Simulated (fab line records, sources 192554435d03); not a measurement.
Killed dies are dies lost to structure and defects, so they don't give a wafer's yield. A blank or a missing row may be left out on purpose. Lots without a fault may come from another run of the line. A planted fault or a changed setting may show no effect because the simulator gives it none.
Split-lot experiment | flow n5_finfet | 7 lots, 21 wafers read, on a route of 1938 steps

THE SPLIT
At N5_BEOL_M0_SAQP_COAT_82 (time 60 s, resist thk 30 nm), the setting spin_rpm was moved away from the recipe's 1500 rpm on 7 of the 21 wafers read, by -10.0% to +10.0%. The other wafers ran this setting at the recipe's value.

FROM THE SPLIT TO THE READING: what the file shows between them, 4 steps
- N5_BEOL_M0_SAQP_PEB_12: peb time 60 s (also split here: peb_time_s)
- N5_BEOL_M0_SAQP_DEVELOP_13: develop time 30 s
- N5_BEOL_M0_SAQP_CD_MEAS_14: target cd 42.5 nm
- N5_BEOL_M0_SAQP_DESCUM_19: chemistry O2, time 7.9 s

THE READING
CAR-ArF_of_BEOL_M0_SAQP_COAT_08.thk_nm (the simulator's own value, which no gauge read), in nm, at N5_BEOL_M0_SAQP_ETCH_83 (etches SiARC in CF4, target depth 39 nm, time 65 s). The file gives no usual value for it. The 14 wafers here that ran the recipe average 55.7 nm, standard deviation 0.18 nm.

wafer  | tool, chamber at the split | spin_rpm as run, rpm | against the recipe | CAR-ArF_of_BEOL_M0_SAQP_COAT_08.thk_nm, nm | against lot-mates on the recipe
L074.3 | litho_track-01, 0          | 1604                 | +6.9%              | 56.6                                       | +1.0
L074.5 | litho_track-01, 0          | 1500                 | recipe             | 55.6                                       | -
L074.6 | litho_track-01, 0          | 1500                 | recipe             | 55.6                                       | -
L076.1 | litho_track-04, 0          | 1500                 | recipe             | 56                                         | -
L076.2 | litho_track-04, 0          | 1565                 | +4.3%              | 56.2                                       | +0.4
L076.5 | litho_track-04, 0          | 1500                 | recipe             | 55.6                                       | -
L081.1 | litho_track-04, 0          | 1500                 | recipe             | 56                                         | -
L081.2 | litho_track-04, 0          | 1500                 | recipe             | 55.6                                       | -
L081.6 | litho_track-04, 0          | 1577                 | +5.1%              | 56.6                                       | +0.8
L083.1 | litho_track-04, 0          | 1500                 | recipe             | 55.8                                       | -
L083.3 | litho_track-04, 0          | 1500                 | recipe             | 56                                         | -
L083.4 | litho_track-04, 0          | 1500                 | recipe             | 55.8                                       | -
L086.2 | litho_track-04, 0          | 1500                 | recipe             | 55.6                                       | -
L086.5 | litho_track-04, 0          | 1500                 | recipe             | 55.8                                       | -
L086.6 | litho_track-04, 0          | 1500                 | recipe             | 55.6                                       | -
L087.3 | litho_track-01, 0          | 1650                 | +10.0%             | 57                                         | +1.4
L087.4 | litho_track-01, 0          | 1650                 | +10.0%             | 57                                         | +1.4
L087.5 | litho_track-01, 0          | 1500                 | recipe             | 55.6                                       | -
L092.1 | litho_track-02, 0          | 1500                 | recipe             | 55.4                                       | -
L092.5 | litho_track-02, 0          | 1350                 | -10.0%             | 54.2                                       | -1.2
L092.6 | litho_track-02, 0          | 1350                 | -10.0%             | 53.8                                       | -1.6

THE FIT
A straight line over all 21 wafers: CAR-ArF_of_BEOL_M0_SAQP_COAT_08.thk_nm changes by +0.149 nm for each +1% of spin_rpm; r = +0.97; the points scatter about the line by 0.2 nm.
The same after taking each lot's own level away (the mean of its wafers on the recipe; 21 wafers): +0.14 nm for each +1%; r = +0.98; scatter 0.13 nm.
On that fit, the largest move of spin_rpm shifts the reading by 1.4 nm.
The lots' own levels span 55.40 to 55.87 nm, that is 2.6 times the standard deviation above.
So the lot-to-lot level changes the slope little: the two slopes agree.
Check: with one of the wafers moved furthest among these (+10.0%) left out of the fit, the line predicts +1.39 nm for it against its lot-mates. It came out at +1.4 nm against them.

OTHER SPLITS ON THESE WAFERS
These wafers also went through other splits before the reading. Each is held against what the fit with the lots' levels taken away leaves over:
other split on the same wafers         | wafers away from the commonest value | r with CAR-ArF_of_BEOL_M0_SAQP_COAT_08.thk_nm (lot level and that fit taken away)
N5_SDB_ETCH_18 time_s                  | 7                                    | +0.03
N5_HKMG_FIN_EXPOSE_09 dose_mj          | 4                                    | +0.18
N5_MOL_CONTACT_COAG_ALD_131 ald_cycles | 8                                    | +0.45
N5_MOL_CONTACT_COAG_ETCH_91 source_w   | 9                                    | +0.04
N5_BEOL_M0_SAQP_PEB_12 peb_time_s      | 7                                    | -0.19

THE WHOLE CHAIN: every reading that the file lists as answering this split, in the file's order
step                    | what it does                                       | reading                                                                                 | change (the file's fit)               | r (the file's)
N5_BEOL_M0_SAQP_COAT_82 | time 60 s, resist thk 30 nm                        | SiARC_of_BEOL_M0_SAQP_COAT_82.thk_nm (the simulator's own value, which no gauge read)   | -0.148 nm for each +1% of the setting | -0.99
N5_BEOL_M0_SAQP_ETCH_83 | etches SiARC in CF4, target depth 39 nm, time 65 s | etch.depth_nm (the simulator's own value, which no gauge read)                          | -0.151 nm for each +1% of the setting | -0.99
N5_BEOL_M0_SAQP_ETCH_83 | etches SiARC in CF4, target depth 39 nm, time 65 s | CAR-ArF_of_BEOL_M0_SAQP_COAT_08.thk_nm (the simulator's own value, which no gauge read) | +0.139 nm for each +1% of the setting | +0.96

THE FILE'S OWN FIT
CAR-ArF_of_BEOL_M0_SAQP_COAT_08.thk_nm changes by +0.139 nm for each +1% of spin_rpm, r = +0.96.
